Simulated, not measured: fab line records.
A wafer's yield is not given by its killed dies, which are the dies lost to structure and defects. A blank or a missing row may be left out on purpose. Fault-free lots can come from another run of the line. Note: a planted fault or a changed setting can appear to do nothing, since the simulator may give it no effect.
Which of the tools did it? + flow n5_finfet + 24 lots with 72 wafers sampled at 3 steps, on a route of 1938 steps

WHAT THE GAUGES READ, wafer by wafer
N5_BEOL_M8_CD_MEAS_18: pitch 80 nm, target cd 40 nm.
| lot  | measured     | on        | cd_nm (nm)     |
|------|--------------|-----------|----------------|
| L074 | day 8 22:48  | cd_sem-02 | 40.3 39.7 39.3 |
| L076 | day 9 13:58  | cd_sem-03 | 39.7 39.2 40.1 |
| L075 | day 9 15:59  | cd_sem-03 | 39.7 38.5 39.0 |
| L077 | day 9 21:34  | cd_sem-01 | 40.7 39.9 40.0 |
| L079 | day 10 00:35 | cd_sem-02 | 39.8 40.7 41.0 |
| L078 | day 10 00:42 | cd_sem-01 | 40.1 40.9 40.8 |
| L081 | day 10 12:43 | cd_sem-02 | 40.2 39.0 39.6 |
| L080 | day 10 14:56 | cd_sem-02 | 39.4 40.1 39.7 |
| L082 | day 10 22:47 | cd_sem-03 | 39.2 40.0 40.3 |
| L084 | day 11 13:08 | cd_sem-01 | 39.7 38.7 39.3 |
| L083 | day 11 14:37 | cd_sem-03 | 39.8 40.1 39.1 |
| L085 | day 11 19:49 | cd_sem-02 | 40.0 40.0 39.8 |
| L086 | day 12 02:08 | cd_sem-03 | 40.6 40.5 40.1 |
| L087 | day 12 14:22 | cd_sem-01 | 40.1 38.8 40.0 |
| L088 | day 12 20:38 | cd_sem-03 | 39.1 39.4 38.9 |
| L089 | day 13 05:13 | cd_sem-01 | 39.4 39.3 39.4 |
| L091 | day 13 06:59 | cd_sem-02 | 40.2 39.3 39.9 |
| L090 | day 13 11:35 | cd_sem-03 | 40.4 38.9 39.4 |
| L093 | day 13 12:21 | cd_sem-01 | 38.8 38.7 40.1 |
| L092 | day 13 22:02 | cd_sem-02 | 39.8 40.2 39.5 |
| L094 | day 14 09:19 | cd_sem-02 | 41.1 41.0 41.0 |
| L095 | day 14 16:10 | cd_sem-03 | 40.5 39.6 39.4 |
| L096 | day 14 19:30 | cd_sem-01 | 40.6 39.5 40.9 |
| L097 | day 14 22:04 | cd_sem-02 | 40.3 39.6 38.8 |

WHICH TOOL RAN EACH LOT (tool, then ch and the chambers of the sampled wafers, then the start)
| lot  | N5_BEOL_M8_ETCH_62                 | N5_BEOL_M8_STRIP_67                |
|------|------------------------------------|------------------------------------|
| L074 | rie_diel-06 ch 1,3, day 8 22:26    | rie_diel-06 ch 1,3, day 8 22:35    |
| L076 | rie_diel-03 ch 2,3, day 9 13:34    | rie_diel-03 ch 2,3, day 9 13:43    |
| L075 | rie_diel-03 ch 1,2, day 9 15:37    | rie_diel-03 ch 1,2, day 9 15:46    |
| L077 | rie_diel-06 ch 0,3, day 9 21:12    | rie_diel-06 ch 0,3, day 9 21:21    |
| L079 | rie_diel-01 ch 1,2, day 10 00:08   | rie_diel-01 ch 1,2, day 10 00:17   |
| L078 | rie_diel-06 ch 0,2,3, day 10 00:20 | rie_diel-06 ch 0,2,3, day 10 00:29 |
| L081 | rie_diel-03 ch 1,3, day 10 12:13   | rie_diel-03 ch 1,3, day 10 12:21   |
| L080 | rie_diel-01 ch 0,2,3, day 10 14:32 | rie_diel-01 ch 0,2,3, day 10 14:41 |
| L082 | rie_diel-06 ch 0,1,3, day 10 22:25 | rie_diel-06 ch 0,1,3, day 10 22:34 |
| L084 | rie_diel-01 ch 1,2,3, day 11 12:31 | rie_diel-01 ch 1,2,3, day 11 12:40 |
| L083 | rie_diel-06 ch 0,2,3, day 11 14:07 | rie_diel-06 ch 0,2,3, day 11 14:16 |
| L085 | rie_diel-03 ch 0,1, day 11 19:27   | rie_diel-03 ch 0,1, day 11 19:35   |
| L086 | rie_diel-03 ch 0,2, day 12 01:46   | rie_diel-03 ch 1,2, day 12 01:55   |
| L087 | rie_diel-03 ch 1,3, day 12 13:59   | rie_diel-03 ch 1,3, day 12 14:08   |
| L088 | rie_diel-03 ch 1,3, day 12 20:14   | rie_diel-03 ch 1,3, day 12 20:23   |
| L089 | rie_diel-03 ch 2,3, day 13 04:45   | rie_diel-03 ch 2,3, day 13 04:53   |
| L091 | rie_diel-01 ch 1,2,3, day 13 06:37 | rie_diel-01 ch 1,2,3, day 13 06:46 |
| L090 | rie_diel-01 ch 1,2,3, day 13 11:07 | rie_diel-01 ch 1,2,3, day 13 11:15 |
| L093 | rie_diel-01 ch 1,2,3, day 13 12:03 | rie_diel-01 ch 1,2,3, day 13 12:08 |
| L092 | rie_diel-06 ch 0,3, day 13 21:40   | rie_diel-06 ch 0,3, day 13 21:49   |
| L094 | rie_diel-01 ch 0,1,3, day 14 08:56 | rie_diel-01 ch 0,1,3, day 14 09:05 |
| L095 | rie_diel-01 ch 0,2,3, day 14 15:47 | rie_diel-01 ch 0,2,3, day 14 15:56 |
| L096 | rie_diel-01 ch 0,1,3, day 14 19:07 | rie_diel-01 ch 0,1,3, day 14 19:16 |
| L097 | rie_diel-03 ch 2,3, day 14 21:41   | rie_diel-03 ch 2,3, day 14 21:50   |
- N5_BEOL_M8_ETCH_62: etches SOC in N2/H2, target depth 110 nm, overetch 22 nm, time 165 s.
- N5_BEOL_M8_STRIP_67: strips in CF4.

AS READ BY THE TOOLS THEMSELVES (means over the sampled wafers that have a number; for cases with no such wafer, the mark the record gives instead)
N5_BEOL_M8_ETCH_62.
| lot  | tool        | chamber_pressure_mTorr (mTorr) | drypump_motor_current_A (A) | h2_flow_sccm (sccm) | oes_product_au (a.u.) | rf_vpp_V (V) | showerhead_plenum_p_Torr (Torr) | temp_c (C) | throttle_valve_pct (%) |
|------|-------------|--------------------------------|-----------------------------|---------------------|-----------------------|--------------|---------------------------------|------------|------------------------|
| L074 | rie_diel-06 | 29.992                         | 5.0                         | 200.4               | 0.68                  | 522.2        | 2.50                            | 39.99      | 17.71                  |
| L076 | rie_diel-03 | 29.982                         | 5.8                         | 200.2               | 0.65                  | 521.6        | 2.47                            | 40.08      | 17.91                  |
| L075 | rie_diel-03 | 29.977                         | 5.1                         | 199.9               | 0.64                  | 521.4        | 2.44                            | 40.09      | 17.61                  |
| L077 | rie_diel-06 | 30.000                         | 5.0                         | 199.9               | 0.63                  | 524.6        | 2.58                            | 39.97      | 18.04                  |
| L079 | rie_diel-01 | 30.011                         | 5.6                         | 200.3               | 0.74                  | 524.0        | 2.55                            | 39.92      | 17.85                  |
| L078 | rie_diel-06 | 29.996                         | 5.1                         | 199.6               | 0.65                  | 523.5        | 2.52                            | 39.92      | 17.99                  |
| L081 | rie_diel-03 | 30.012                         | 5.1                         | 200.7               | 0.70                  | 523.7        | 2.49                            | 39.99      | 17.52                  |
| L080 | rie_diel-01 | 29.977                         | 5.7                         | 199.6               | 0.65                  | 525.7        | 2.62                            | 40.07      | 17.91                  |
| L082 | rie_diel-06 | 30.024                         | 5.1                         | 199.9               | 0.64                  | 524.8        | 2.55                            | 39.95      | 17.90                  |
| L084 | rie_diel-01 | 29.996                         | 5.8                         | 200.4               | 0.69                  | 525.4        | 2.61                            | 40.00      | 17.82                  |
| L083 | rie_diel-06 | 29.998                         | 5.1                         | 199.6               | 0.64                  | 523.0        | 2.52                            | 39.90      | 18.03                  |
| L085 | rie_diel-03 | 29.971                         | 5.3                         | 200.1               | 0.63                  | 522.6        | 2.50                            | 39.90      | 17.68                  |
| L086 | rie_diel-03 | 30.010                         | 6.1                         | 200.7               | 0.58                  | 524.3        | 2.54                            | 40.10      | 18.12                  |
| L087 | rie_diel-03 | 30.013                         | 5.1                         | 200.2               | 0.68                  | 521.8        | 2.48                            | 39.96      | 17.55                  |
| L088 | rie_diel-03 | 30.018                         | 5.1                         | 200.6               | 0.68                  | 522.9        | 2.48                            | 39.96      | 17.56                  |
| L089 | rie_diel-03 | 29.986                         | 5.8                         | 200.4               | 0.63                  | 521.7        | 2.45                            | 40.17      | 17.96                  |
| L091 | rie_diel-01 | 30.000                         | 5.8                         | 199.9               | 0.69                  | 525.3        | 2.60                            | 39.78      | 17.84                  |
| L090 | rie_diel-01 | 29.999                         | 5.8                         | 200.2               | 0.69                  | 525.8        | 2.60                            | 39.94      | 17.84                  |
| L093 | rie_diel-01 | 29.991                         | 5.8                         | 200.2               | 0.69                  | 525.5        | 2.60                            | 40.04      | 17.84                  |
| L092 | rie_diel-06 | 29.984                         | 5.0                         | 199.9               | 0.61                  | 523.9        | 2.57                            | 39.91      | 18.10                  |
| L094 | rie_diel-01 | 30.009                         | 6.0                         | 199.5               | 0.74                  | 524.1        | 2.55                            | 40.03      | 17.66                  |
| L095 | rie_diel-01 | 29.985                         | 5.8                         | 200.3               | 0.71                  | 525.4        | 2.60                            | 40.02      | 17.83                  |
| L096 | rie_diel-01 | 29.999                         | 6.0                         | 199.9               | 0.74                  | 524.4        | 2.55                            | 40.09      | 17.67                  |
| L097 | rie_diel-03 | 30.017                         | 5.8                         | 200.5               | 0.73                  | 526.0        | 2.61                            | 40.10      | 17.73                  |

N5_BEOL_M8_STRIP_67.
| lot  | tool        | bias_power_w (W) | chamber_pressure_mTorr (mTorr) | drypump_motor_current_A (A) | oes_product_au (a.u.) | rf_vpp_V (V) | showerhead_plenum_p_Torr (Torr) | throttle_valve_pct (%) |
|------|-------------|------------------|--------------------------------|-----------------------------|-----------------------|--------------|---------------------------------|------------------------|
| L074 | rie_diel-06 | 74.97            | 50.01                          | 5.1                         | 0.80                  | 269.9        | 1.77                            | 13.33                  |
| L076 | rie_diel-03 | 74.79            | 49.97                          | 5.8                         | 0.77                  | 271.5        | 1.76                            | 13.73                  |
| L075 | rie_diel-03 | 74.99            | 49.96                          | 5.1                         | 0.76                  | 269.4        | 1.73                            | 13.43                  |
| L077 | rie_diel-06 | 75.03            | 50.03                          | 5.0                         | 0.75                  | 272.6        | 1.81                            | 13.64                  |
| L079 | rie_diel-01 | 75.26            | 50.03                          | 5.6                         | 0.87                  | 270.6        | 1.80                            | 13.50                  |
| L078 | rie_diel-06 | 75.05            | 49.98                          | 5.0                         | 0.77                  | 270.9        | 1.77                            | 13.59                  |
| L081 | rie_diel-03 | 75.01            | 49.98                          | 5.1                         | 0.83                  | 269.6        | 1.76                            | 13.31                  |
| L080 | rie_diel-01 | 74.95            | 50.05                          | 5.8                         | 0.77                  | 273.1        | 1.85                            | 13.71                  |
| L082 | rie_diel-06 | 74.96            | 49.98                          | 5.1                         | 0.76                  | 271.9        | 1.80                            | 13.58                  |
| L084 | rie_diel-01 | 75.08            | 49.98                          | 5.8                         | 0.82                  | 271.7        | 1.84                            | 13.52                  |
| L083 | rie_diel-06 | 75.05            | 49.95                          | 5.1                         | 0.76                  | 269.7        | 1.77                            | 13.62                  |
| L085 | rie_diel-03 | 74.99            | 49.97                          | 5.3                         | 0.75                  | 270.7        | 1.76                            | 13.48                  |
| L086 | rie_diel-03 | 75.03            | 50.04                          | 5.4                         | 0.72                  | 269.3        | 1.71                            | 13.70                  |
| L087 | rie_diel-03 | 75.03            | 49.96                          | 5.1                         | 0.80                  | 270.4        | 1.75                            | 13.35                  |
| L088 | rie_diel-03 | 74.92            | 50.01                          | 5.1                         | 0.81                  | 271.0        | 1.75                            | 13.35                  |
| L089 | rie_diel-03 | 75.13            | 49.99                          | 5.8                         | 0.75                  | 268.9        | 1.75                            | 13.80                  |
| L091 | rie_diel-01 | 74.93            | 50.00                          | 5.8                         | 0.81                  | 271.3        | 1.84                            | 13.56                  |
| L090 | rie_diel-01 | 75.10            | 50.01                          | 5.8                         | 0.80                  | 271.6        | 1.84                            | 13.57                  |
| L093 | rie_diel-01 | 75.39            | 50.00                          | 5.8                         | 0.80                  | 272.3        | 1.84                            | 13.56                  |
| L092 | rie_diel-06 | 74.89            | 50.02                          | 5.0                         | 0.72                  | 271.2        | 1.80                            | 13.73                  |
| L094 | rie_diel-01 | 74.98            | 50.02                          | 5.9                         | 0.87                  | 271.0        | 1.81                            | 13.42                  |
| L095 | rie_diel-01 | 74.82            | 49.98                          | 5.8                         | 0.84                  | 272.4        | 1.84                            | 13.59                  |
| L096 | rie_diel-01 | 74.94            | 50.03                          | 5.9                         | 0.86                  | 271.4        | 1.80                            | 13.43                  |
| L097 | rie_diel-03 | 75.16            | 49.99                          | 5.8                         | 0.86                  | 272.7        | 1.85                            | 13.52                  |

THE ANSWER, worked out from the rows above alone
Rule: what is usual is taken from the lots themselves. The widest of any qualifying gaps counts: lots, ordered by their means at a reading, are off when they make up no more than a third of the lots, leave a main group of 4 or more, and stand apart from it by 3 or more times the standard deviation of that group's means. If all means in a main group match to the digits the tables above print for the reading, that group is not used. Also off: a lot with no number at a reading for which 4 or more lots have one. Any other lot the step has rows for is counted as sound. The gauges are gone through in route order, then the tools' own readings, and for those a lot's mean is taken as printed above. The first step at which some lot is off is used, and at that step the reading that is off furthest; a lot without a number counts as furthest.
Across all readings shown, no lot is off: no conclusion can be drawn from this.

WHAT THE SIMULATOR HAD INSERTED
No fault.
